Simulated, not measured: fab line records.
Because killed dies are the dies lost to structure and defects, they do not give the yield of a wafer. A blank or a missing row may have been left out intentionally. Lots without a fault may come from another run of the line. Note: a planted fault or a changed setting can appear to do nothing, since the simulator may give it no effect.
A struck lot beside a sound one | flow nand_harc | 23 steps out of a route of 1302
Sound: wafers L613.2, L613.3, L613.5. Wafers struck: L627.1, L627.2, L627.3. The cause is named last.
For every step that has rows: the tool of each side, followed by ch and its chambers, followed by its first start. Under that, the readings that differ: sound wafers | struck wafers | difference of the means | sigmas: that difference in standard deviations of wafers without a fault.
alike: same words and numbers on both sides, and readings whose means sit less than 2 such deviations apart. not compared: any withheld reading, any reading some wafer has no value for, any bound like >300 that may hide the same value, and any number with overlapping values for which the record gives no deviation.
Wherever a step has rows on one side only, a row that says differs or no value, or a row with sigmas, the two part there. Numbers that have no deviation but don't overlap get no sigmas and don't part them. Lack of a reading on every wafer of one side parts them only where that side has two or more wafers.

NHARC_P_CONTACT_DEP_00: deposits SiO2, target thk 500 nm.
  sound on pecvd-02 ch 0,1,2; struck on pecvd-02 ch 0,1,2
  alike: heater_power_w, throttle_valve_pct
NHARC_P_CONTACT_CMP_01: polishes SiO2, target thk 200 nm.
  sound on cmp-03 ch 1,3, day 9 11:01; struck on cmp-01 ch 0,1,2, day 15 06:08
  alike: motor_current_A
  not compared: pad_life_wafers
then, 9 steps without rows for these wafers: NHARC_P_CONTACT_SRD_03; NHARC_P_CONTACT_DEHYDRATE_04 (time 120 s); NHARC_P_CONTACT_HMDS_05 (time 30 s); NHARC_P_CONTACT_COAT_33 (time 75 s); NHARC_P_CONTACT_COAT_34 (time 65 s); NHARC_P_CONTACT_COAT_06 (resist thk 90 nm); NHARC_P_CONTACT_SOFTBAKE_07 (time 55 s); NHARC_P_CONTACT_EBR_08; NHARC_P_CONTACT_EXPOSE_09 (exposes mask P CA, target cd 90 nm).
NHARC_P_CONTACT_PEB_10: peb time 65 s.
  sound on litho_track-06 ch 0, day 9 11:39; struck on litho_track-01 ch 0, day 15 06:53
then, 1 step without rows for these wafers: NHARC_P_CONTACT_DEVELOP_11 (develop time 35 s).
NHARC_P_CONTACT_CD_MEAS_12 targets a cd of 90 nm.
  sound on cd_sem-03 ch 0, day 9 11:44; struck on cd_sem-03 ch 0, day 15 06:58
  reading    | sound          | struck         | difference | sigmas
  cd_nm (nm) | 88.5 88.0 88.5 | 96.9 96.8 97.0 | +8.6       | +11
NHARC_P_CONTACT_OVL_MEAS_13:
  sound on overlay-01 at day 9 11:49; struck on overlay-02 at day 15 07:03
  alike: overlay_x_nm, overlay_y_nm
NHARC_P_CONTACT_INSPECT_14:
  sound on defect_inspect-02 at day 9 11:51; struck on defect_inspect-02 at day 15 07:05
  alike: raw_defect_count
NHARC_P_CONTACT_DESCUM_17: chemistry O2, time 3 s.
  sound on rie_diel-06 ch 0,3, day 9 11:55; struck on rie_diel-01 ch 0,1,3, day 15 07:08
  reading                    | sound             | struck            | difference | sigmas
  model.P_CONTACT.cd_nm (nm) | 87.97 86.79 88.02 | 96.97 97.51 96.33 | +9.34      |
  alike: drypump_motor_current_A, mfc_ar_sccm, oes_product_au, rf_vpp_V, showerhead_plenum_p_Torr, throttle_valve_pct
  not compared: rf_hours_counter_h
NHARC_P_CONTACT_ETCH_35: etches the open film in CF4, target depth 39 nm, time 65 s.
  sound on rie_diel-06 ch 0,3, day 9 12:00; struck on rie_diel-01 ch 1,2,3, day 15 07:14
  alike: drypump_motor_current_A, mfc_ar_sccm, oes_product_au, rf_vpp_V, showerhead_plenum_p_Torr, throttle_valve_pct
  not compared: rf_hours_counter_h
NHARC_P_CONTACT_ETCH_36: etches the open film in N2/H2, target depth 260 nm, time 406.25 s.
  sound on rie_diel-06 ch 1,2,3; struck on rie_diel-01 ch 0,1,2
  alike: drypump_motor_current_A, mfc_ar_sccm, oes_product_au, rf_vpp_V, showerhead_plenum_p_Torr, throttle_valve_pct
  not compared: rf_hours_counter_h
NHARC_P_CONTACT_ETCH_18: etches the open film in C4F8/O2/Ar, target depth 481 nm, time 240.5 s.
  sound on rie_diel-06 ch 0,1,3; struck on rie_diel-01 ch 0,1,2
  alike: oes_product_au, rf_vpp_V
  not compared: rf_hours_counter_h
then, 1 step without rows for these wafers: NHARC_P_CONTACT_STRIP_37 (strips in C4F8/O2/Ar).
NHARC_P_CONTACT_ETCH_31: etches the open film in CH3F/O2, target depth 30 nm, time 85.7 s.
  sound on rie_diel-06 ch 0,1; struck on rie_diel-01 ch 0,1,2
  reading                    | sound             | struck            | difference | sigmas
  model.P_CONTACT.cd_nm (nm) | 85.29 84.19 87.05 | 94.92 97.18 96.05 | +10.54     |
  alike: drypump_motor_current_A, mfc_ar_sccm, oes_product_au, rf_vpp_V, showerhead_plenum_p_Torr, throttle_valve_pct
  not compared: rf_hours_counter_h
NHARC_P_CONTACT_CD_MEAS_19:
  sound on cd_sem-02 at day 9 12:47; struck on cd_sem-03 at day 15 08:01
  reading    | sound          | struck         | difference | sigmas
  cd_nm (nm) | 85.1 84.1 87.0 | 95.1 97.1 96.0 | +10.7      | +5

## WHERE THEY PART
At NHARC_P_CONTACT_CD_MEAS_12 first; at NHARC_P_CONTACT_CD_MEAS_19 last (within this record only).

WHY: what had been put in by the simulator
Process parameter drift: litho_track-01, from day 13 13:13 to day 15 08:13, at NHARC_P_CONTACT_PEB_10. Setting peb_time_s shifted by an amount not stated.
